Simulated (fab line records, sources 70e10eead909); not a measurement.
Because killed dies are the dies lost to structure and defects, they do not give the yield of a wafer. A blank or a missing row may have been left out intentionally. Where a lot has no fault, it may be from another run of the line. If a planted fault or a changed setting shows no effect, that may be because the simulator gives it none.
Struck lot and sound lot, side by side | flow nand harc | 15 out of 1302 route steps
Sound: the wafers L803.1, L803.3, L803.4. Struck: wafer L810.5 (left out: L810.1, L810.4 of the same lot, which were not struck); the cause appears at the end.
Each step with rows lists, per side, the tool, then ch with its chambers, then its first start. Under that, the readings that differ: sound wafers | struck wafers | difference of the means | sigmas: that difference in standard deviations of wafers without a fault.
alike: words and numbers the same on both sides, and readings whose means are apart by under 2 such deviations; not compared: readings that were withheld, readings missing a value for some wafer, numbers with overlapping values and no deviation given by the record, and bounds like >300 which may hide the same value.
Wherever a step has rows on one side only, a row that says differs or no value, or a row with sigmas, the two part there. Non-overlapping numbers with no deviation appear without sigmas and do not part them. A reading that every wafer of one side lacks parts them only if that side has two wafers or more.

first, 6 steps without rows for these wafers: NHARC_P_CONTACT_COAT_06 (resist thk 90 nm); NHARC_P_CONTACT_SOFTBAKE_07 (time 55 s); NHARC_P_CONTACT_EBR_08; NHARC_P_CONTACT_EXPOSE_09 (exposes mask P CA, target cd 90 nm); NHARC_P_CONTACT_PEB_10 (peb time 65 s); NHARC_P_CONTACT_DEVELOP_11 (develop time 35 s).
NHARC_P_CONTACT_CD_MEAS_12 targets a cd of 90 nm.
  sound on cd sem-01 ch 0, day 6 22:14; struck on cd sem-03 ch 0, day 10 02:33
  alike: cd nm
NHARC_P_CONTACT_OVL_MEAS_13:
  sound: overlay-01 at day 6 22:20; struck: overlay-01 at day 10 02:38
  alike: overlay x nm, overlay y nm
NHARC_P_CONTACT_INSPECT_14:
  sound: defect inspect-02 at day 6 22:23; struck: defect inspect-01 at day 10 02:41
  alike: raw defect count
NHARC_P_CONTACT_DESCUM_17: chemistry O2, time 3 s.
  sound on rie diel-12 ch 0,1,2, day 6 22:26; struck on rie diel-12 ch 3, day 10 02:44
  reading                     | sound       | struck | difference | sigmas
  drypump motor current A (A) | 5.7 6.3 6.2 | 5.3    | -0.8       | -2
  alike: chamber pressure mTorr, oes product au, rf vpp V, showerhead plenum p Torr, throttle valve pct
  not compared: rf hours counter h
NHARC_P_CONTACT_ETCH_35: etches the open film in CF4, target depth 39 nm, time 65 s.
  sound on rie diel-12 ch 0,1,2, day 6 22:33; struck on rie diel-12 ch 2, day 10 02:50
  alike: chamber pressure mTorr, drypump motor current A, oes product au, rf vpp V, run length s, showerhead plenum p Torr, throttle valve pct
  not compared: rf hours counter h
NHARC_P_CONTACT_ETCH_36: etches the open film in N2/H2, target depth 260 nm, time 406.25 s.
  sound: rie diel-12 ch 0,1,2; struck: rie diel-12 ch 2
  alike: chamber pressure mTorr, drypump motor current A, n2 flow sccm, oes product au, rf vpp V, run length s, showerhead plenum p Torr, throttle valve pct
  not compared: rf hours counter h
NHARC_P_CONTACT_ETCH_18: etches the open film in C4F8/O2/Ar, target depth 481 nm, time 240.5 s.
  sound on rie diel-12 ch 0,1,2, day 6 23:02; struck on rie diel-12 ch 2, day 10 03:14
  reading          | sound             | struck | difference | sigmas
  run length s (s) | 261.7 262.5 262.7 | 241.9  | -20.4      | -58
  alike: chamber pressure mTorr, oes product au, rf vpp V
  not compared: rf hours counter h
then, 1 step without rows for these wafers: NHARC_P_CONTACT_STRIP_37 (strips in C4F8/O2/Ar).
-- the record jumps here: 18 days lie between the struck wafers' starts before and after (it left off in module P_CONTACT and takes up again in module END, whose first step shown is number 1302 of the route) --
NHARC_END_SORT_01:
  sound on prober-02 ch 0, day 26 00:19; struck on prober-02 ch 0, day 28 14:47
  reading             | sound    | struck | difference | sigmas
  killed at periphery | 3 0 3    | 245    | +243       | +93
  killed dies         | 45 45 37 | 307    | +265       | +18
  alike: killed at array, killed at other, killed open, killed short

## WHERE THEY PART
Last at NHARC_END_SORT_01 as far as this record goes, first at NHARC_P_CONTACT_DESCUM_17.

WHY: the cause the simulator had injected
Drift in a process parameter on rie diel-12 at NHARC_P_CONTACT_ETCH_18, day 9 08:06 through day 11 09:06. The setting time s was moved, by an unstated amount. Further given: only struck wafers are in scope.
